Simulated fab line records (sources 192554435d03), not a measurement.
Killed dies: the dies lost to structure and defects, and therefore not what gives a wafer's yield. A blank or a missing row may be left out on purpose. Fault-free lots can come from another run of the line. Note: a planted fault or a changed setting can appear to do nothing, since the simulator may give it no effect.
fab line records	flow n5_finfet
record lots=5	wafers=15	last_day=15
route steps=1938 shown SD_EPI_N@280 SD_EPI_P@295
lots with no fault: from the same line, run without faults
start_h: the number of hours between the record's first day and the start of the first shown wafer of the lot	wait_h: time in hours since the lot's previous step	" identical to the entry in the row above	L1.1+2: several wafers, shown together as one row	- either no value or no given start	* or withheld: withheld	< > ~ a bound
route shown NAME@n: NAME is a module with steps in the file, n the number in the route of the first one	usual: mean/standard deviation of fault-free wafers	same: alike in all rows	chamber/n: place in a boat	sites: readings site by site	_std_site: the standard deviation of these	_edge_site: inner sites' mean taken away from outer sites' mean	radius_mm: for every site, how far away it sits from the centre of the wafer	mask NAME#n: copy n	behind: the last tool/chamber to shape the wafer	hold: why the lot was held/for how many hours/how that ended	device: names the non-switching transistor (n, p or np)	end of line: the route-end tests of the same wafers	a step with no rows: only its recipe	killed: at the first sort, the dies lost to defects and structure; wafer yield is something else	map: per-die view of a wafer (x killed, . not killed, _ where there is no die)
set.NAME: the setting that was run; set.NAME@STEP: the one run at that earlier step	model.NAME: the simulator's own value behind a step, which no gauge read
lots seen at some steps along the route; tables by step, rows by wafer
services: the hour from which a tool's chamber was out of use, counted from the record's first day as start_h (under 0 if before that day), plus the number of hours and why
## steps
# step N5_SD_EPI_N_STRIP_47
# recipe chemistry=CHF3/O2	resist=SiARC	rf_frequency_hz=6e+07
lot.wafer	tool	chamber	start_h	wait_h
L076.1+3+4	rie_diel-06	1,0,3	60.40	0.0
L077.1+3+4	rie_diel-02	1,3,2	69.08	0.0
L078.2+4+5	rie_diel-02	0,3,3	75.19	0.0
L088.3+5+6	rie_diel-06	0,0,2	134.76	0.0
L089.2+3+5	rie_diel-06	2,0,2	142.95	0.0
# step N5_SD_EPI_N_SD_RECESS_17
# recipe chemistry=HBr/Cl2/O2	target_depth_a=410	mask_material=SOC	time_s=23.7	bt_time_s=3	pressure_mtorr=10	icp_w=800	bias_w=112	HBr_flow_sccm=150	Cl2_flow_sccm=80	O2_flow_sccm=12
# usual drypump_motor_current_A=6.1/0.48	oes_product_au=1.009/0.014	throttle_valve_pct=37.15/0.26
lot.wafer	tool	chamber	start_h	wait_h	drypump_motor_current_A	oes_product_au	rf_hours_counter_h	throttle_valve_pct
L076.1	rie_si-04	0	60.43	0.0	6.7	1.000	83	37.15
L076.3	"	3	"	"	5.8	0.993	18	37.19
L076.4	"	2	"	"	6.0	0.984	149	37.20
L077.1	rie_si-04	0	69.11	0.0	6.7	1.001	83	37.16
L077.3	"	2	"	"	6.0	0.993	149	37.21
L077.4	"	3	"	"	5.8	0.993	18	37.16
L078.2	rie_si-03	3	75.23	0.0	6.3	1.002	166	37.52
L078.4	"	2	"	"	5.6	1.008	125	36.79
L078.5	"	2	"	"	5.6	1.009	-	36.79
L088.3	rie_si-05	0	134.79	0.0	5.7	1.007	65	37.48
L088.5	"	3	"	"	5.7	1.005	-	36.93
L088.6	"	2	"	"	6.4	1.022	-	37.00
L089.2	rie_si-04	0	142.98	0.0	6.7	1.003	84	37.16
L089.3	"	2	"	"	6.0	0.990	150	37.19
L089.5	"	0	"	"	6.7	0.995	-	37.16
# step N5_SD_EPI_N_STRIP_38
# recipe chemistry=N2/H2	power_w=1000	temp_c=250	h2_frac=0.65	overash_fraction=0.3	pressure_mtorr=withheld	n2_flow_sccm=1750	h2_flow_sccm=3250
# usual drypump_motor_current_A=6.1/0.45	heater_power_w=349/26	n2_flow_sccm=1750/4.9	oes_product_au=0.760/0.011
lot.wafer	tool	chamber	start_h	wait_h	drypump_motor_current_A	heater_power_w	n2_flow_sccm	oes_product_au	rf_hours_counter_h
L076.1	plasma_asher-02	0	60.52	0.1	6.3	332	1753	0.764	96
L076.3	"	1	"	"	5.4	325	1751	0.743	-
L076.4	"	0	"	"	6.3	324	1747	0.780	-
L077.1	plasma_asher-01	0	69.20	0.1	6.3	393	1764	0.772	32
L077.3	"	1	"	"	6.6	344	1743	0.746	-
L077.4	"	0	"	"	6.3	388	1759	0.761	-
L078.2	plasma_asher-01	1	75.33	0.1	6.6	350	1755	0.741	34
L078.4	"	1	"	"	6.6	348	1754	0.770	-
L078.5	"	0	"	"	6.3	393	1744	0.761	-
L088.3	plasma_asher-02	0	134.91	0.1	6.3	331	1755	0.767	-
L088.5	"	0	"	"	6.3	331	1749	0.765	-
L088.6	"	1	"	"	5.4	323	1755	0.770	-
L089.2	plasma_asher-02	0	143.07	0.1	6.3	337	1755	0.770	112
L089.3	"	1	"	"	5.4	332	1748	0.771	-
L089.5	"	0	"	"	6.3	338	1753	0.749	-
# step N5_SD_EPI_N_WET_ETCH_43
# recipe chemistry=dHF	dilution=withheld	time_s=14	target=SiO2	target_depth_a=15	temp_c=25
lot.wafer	tool	chamber	start_h	wait_h
L076.1+3+4	wet_bench-02	2,6,4	60.61	-
L077.1+3+4	wet_bench-03	3,5,2	69.29	-
L078.2+4+5	wet_bench-02	4,0,1	75.42	-
L088.3+5+6	wet_bench-03	5,4,1	134.97	-
L089.2+3+5	wet_bench-06	6,0,7	143.16	-
# step N5_SD_EPI_N_STRIP_18
# recipe chemistry=SPM	time_s=750	temp_c=130	h2so4_h2o2_vol_ratio=4
lot.wafer	tool	chamber	start_h	wait_h
L076.1+3+4	wet_bench-02	2,6,4	60.62	0.0
L077.1+3+4	wet_bench-03	3,5,2	69.30	0.0
L078.2+4+5	wet_bench-02	4,0,1	75.42	0.0
L088.3+5+6	wet_bench-03	5,4,1	134.98	0.0
L089.2+3+5	wet_bench-06	6,0,7	143.17	0.0
# step N5_SD_EPI_N_SRD_20
# recipe dry=ipa_marangoni	do_ppb=5	time_s=30	temp_c=23	rinse_liquid=diw
lot.wafer	tool	chamber	start_h	wait_h
L076.1+3+4	wet_bench-02	2,6,4	60.82	0.0
L077.1+3+4	wet_bench-03	3,5,2	69.51	0.0
L078.2+4+5	wet_bench-02	4,0,1	75.63	0.0
L088.3+5+6	wet_bench-03	5,4,1	135.19	0.0
L089.2+3+5	wet_bench-06	6,0,7	143.37	0.0
# step N5_SD_EPI_N_PRECLEAN_48
# recipe chemistry=NF3:NH3	afs_cycles=2	temp_c=30	time_s=20	sublimation_temp_c=180	sublimation_time_s=60	pressure_torr=3	rf_power_w=30
lot.wafer	tool	chamber	start_h	wait_h
L076.1+3+4	epi_rpcvd-01	0	60.88	0.0
L077.1+3+4	epi_rpcvd-01	0	69.56	0.0
L078.2+4+5	epi_rpcvd-01	0	75.74	0.1
L088.3+5+6	epi_rpcvd-04	0	135.36	0.2
L089.2+3+5	epi_rpcvd-04	0	143.50	0.1
# step N5_SD_EPI_N_VAPOR_ETCH_50
# recipe chemistry=HCl	target=Si	temp_c=775	time_s=54	pressure_torr=20	mode=isotropic
# usual throttle_valve_pct=11.56/0.17
lot.wafer	tool	chamber	start_h	wait_h	throttle_valve_pct
L076.1	epi_rpcvd-01	0	61.24	0.3	11.44
L076.3	"	0	"	"	11.52
L076.4	"	0	"	"	11.29
L077.1	epi_rpcvd-01	0	70.04	0.4	11.56
L077.3	"	0	"	"	11.13
L077.4	"	0	"	"	11.64
L078.2	epi_rpcvd-01	0	76.07	0.3	11.81
L078.4	"	0	"	"	11.37
L078.5	"	0	"	"	11.65
L088.3	epi_rpcvd-04	0	135.66	0.2	11.49
L088.5	"	0	"	"	11.65
L088.6	"	0	"	"	11.86
L089.2	epi_rpcvd-04	0	143.94	0.4	11.51
L089.3	"	0	"	"	11.74
L089.5	"	0	"	"	11.71
# step N5_SD_EPI_N_EPI_21
# recipe material=Si:P	dopant=P	temp_c=680	pressure_torr=255	time_s=690
lot.wafer	tool	chamber	start_h	wait_h
L076.1+3+4	epi_rpcvd-01	0	61.42	0.1
L077.1+3+4	epi_rpcvd-01	0	70.28	0.2
L078.2+4+5	epi_rpcvd-01	0	76.50	0.4
L088.3+5+6	epi_rpcvd-04	0	136.34	0.7
L089.2+3+5	epi_rpcvd-04	0	144.52	0.5
# step N5_SD_EPI_N_EPI_MEAS_23
# recipe mode=xrd
# usual thk_nm=58.8/1.3
lot.wafer	tool	chamber	start_h	wait_h	thk_nm
L076.1	film_metro-01	-	63.13	1.4	59.3
L076.3	"	-	"	"	61.7
L076.4	"	-	"	"	58.2
L077.1	film_metro-02	-	72.55	1.9	57.8
L077.3	"	-	"	"	58.5
L077.4	"	-	"	"	60.5
L078.2	film_metro-01	-	77.97	1.2	56.9
L078.4	"	-	"	"	57.6
L078.5	"	-	"	"	58.4
L088.3	film_metro-01	-	137.52	0.9	57.5
L088.5	"	-	"	"	57.8
L088.6	"	-	"	"	58.8
L089.2	film_metro-02	-	146.42	1.5	58.7
L089.3	"	-	"	"	59.3
L089.5	"	-	"	"	56.3
# step N5_SD_EPI_N_PRECLEAN_24
# recipe chemistry=O3/DIW	time_s=60	temp_c=22	o3_ppm=10
lot.wafer	tool	chamber	start_h	wait_h
L076.1+3+4	wet_bench-06	1,0,3	63.17	0.0
L077.1+3+4	wet_bench-06	4,3,2	72.59	0.0
L078.2+4+5	wet_bench-02	7,4,5	78.00	0.0
L088.3+5+6	wet_bench-06	3,6,7	137.55	0.0
L089.2+3+5	wet_bench-03	4,5,2	146.46	0.0
# step N5_SD_EPI_N_SRD_25
# recipe time_s=30	temp_c=23	rinse_liquid=diw	dry=ipa_marangoni
lot.wafer	tool	chamber	start_h	wait_h
L076.1+3+4	wet_bench-06	1,0,3	63.19	0.0
L077.1+3+4	wet_bench-06	4,3,2	72.61	0.0
L078.2+4+5	wet_bench-02	7,4,5	78.02	0.0
L088.3+5+6	wet_bench-06	3,6,7	137.57	0.0
L089.2+3+5	wet_bench-03	4,5,2	146.48	0.0
# step N5_SD_EPI_N_PRECLEAN_49
# recipe chemistry=NF3:NH3	afs_cycles=1	temp_c=30	time_s=20	sublimation_temp_c=180	sublimation_time_s=60	pressure_torr=3	rf_power_w=30
lot.wafer	tool	chamber	start_h	wait_h
L076.1+3+4	remote_plasma-01	0	63.24	0.0
L077.1+3+4	remote_plasma-02	1	72.66	0.0
L078.2+4+5	remote_plasma-01	0	78.10	0.1
L088.3+5+6	remote_plasma-02	1	137.68	0.1
L089.2+3+5	remote_plasma-02	0	146.55	0.1
# step N5_SD_EPI_N_LINER_46
# recipe material=SiNx	target_thk_a=30	temp_c=400	ald_precursor_family=SiH2I2	ald_co_reactant=N2/H2-plasma	pressure_torr=2
# usual heater_power_w=858/100
lot.wafer	tool	chamber	start_h	wait_h	heater_power_w
L076.1	ald_sin-04	1	63.50	0.2	702
L076.3	"	3	"	"	773
L076.4	"	0	"	"	857
L077.1	ald_sin-04	1	72.86	0.2	704
L077.3	"	3	"	"	753
L077.4	"	0	"	"	887
L078.2	ald_sin-04	2	78.38	0.3	877
L078.4	"	0	"	"	874
L078.5	"	2	"	"	894
L088.3	ald_sin-01	3	138.08	0.4	746
L088.5	"	3	"	"	713
L088.6	"	0	"	"	889
L089.2	ald_sin-04	2	146.77	0.2	890
L089.3	"	0	"	"	899
L089.5	"	3	"	"	757
# step N5_SD_EPI_N_INSPECT_26
# recipe inspect_instrument=darkfield	mode=post_epi
# usual raw_defect_count=199/34
lot.wafer	tool	chamber	start_h	wait_h	raw_defect_count
L076.1	defect_inspect-01	-	63.75	0.1	196
L076.3	"	-	"	"	188
L076.4	"	-	"	"	196
L077.1	defect_inspect-02	-	73.11	0.1	247
L077.3	"	-	"	"	228
L077.4	"	-	"	"	198
L078.2	defect_inspect-02	-	78.63	0.1	282
L078.4	"	-	"	"	252
L078.5	"	-	"	"	203
L088.3	defect_inspect-02	-	138.33	0.1	202
L088.5	"	-	"	"	203
L088.6	"	-	"	"	202
L089.2	defect_inspect-01	-	147.02	0.1	198
L089.3	"	-	"	"	209
L089.5	"	-	"	"	221
# step N5_SD_EPI_P_COAT_34
# recipe resist=SOC	temp_c=250	time_s=60	spin_rpm=1500	resist_thk_nm=350
lot.wafer	tool	chamber	start_h	wait_h
L076.1+3+4	litho_track-01	0	63.78	0.0
L077.1+3+4	litho_track-05	0	73.14	0.0
L078.2+4+5	litho_track-02	0	78.67	0.0
L088.3+5+6	litho_track-05	0	138.36	0.0
L089.2+3+5	litho_track-05	0	147.05	0.0
# step N5_SD_EPI_P_COAT_35
# recipe resist=SiARC	temp_c=220	time_s=60	spin_rpm=1500	resist_thk_nm=35
lot.wafer	tool	chamber	start_h	wait_h
L076.1+3+4	litho_track-01	0	-	-
L077.1+3+4	litho_track-05	0	-	-
L078.2+4+5	litho_track-02	0	-	-
L088.3+5+6	litho_track-05	0	-	-
L089.2+3+5	litho_track-05	0	-	-
# step N5_SD_EPI_P_COAT_03
# recipe resist=CAR-ArF-block	spin_rpm=1500	resist_thk_nm=150
lot.wafer	tool	chamber	start_h	wait_h
L076.1+3+4	litho_track-01	0	-	-
L077.1+3+4	litho_track-05	0	-	-
L078.2+4+5	litho_track-02	0	-	-
L088.3+5+6	litho_track-05	0	-	-
L089.2+3+5	litho_track-05	0	-	-
## services
tool	chamber	start_h	hours	kind
litho_track-05	-	44.49	-	consumable_replace:filter
rie_diel-02	0	45.96	-	clean
rie_diel-02	0	45.96	-	consumable_replace:focus_ring
ald_sin-04	-	47.09	0.7	repair
rie_diel-02	3	55.90	7.6	repair
ald_sin-01	2	60.29	9.5	repair
litho_track-05	-	67.14	-	consumable_replace:filter
rie_si-04	-	73.32	0.3	repair
rie_diel-02	0	75.70	2.6	repair
ald_sin-01	1	79.30	4.7	repair
ald_sin-01	-	79.79	1.8	repair
litho_track-02	-	82.25	-	consumable_replace:filter
remote_plasma-02	-	86.41	0.3	repair
rie_diel-06	2	87.77	25.7	repair
rie_diel-06	1	88.98	2.9	repair
rie_diel-02	3	89.46	1.7	repair
rie_si-05	2	92.68	9.2	repair
rie_si-04	-	92.84	0.1	repair
rie_diel-06	1	102.88	93.9	repair
rie_si-04	-	109.53	27.0	repair
ald_sin-04	-	115.50	6.1	pm
wet_bench-02	-	130.13	4.9	repair
wet_bench-06	-	131.07	1.0	repair
ald_sin-01	2	137.36	3.6	repair
## key
fault none
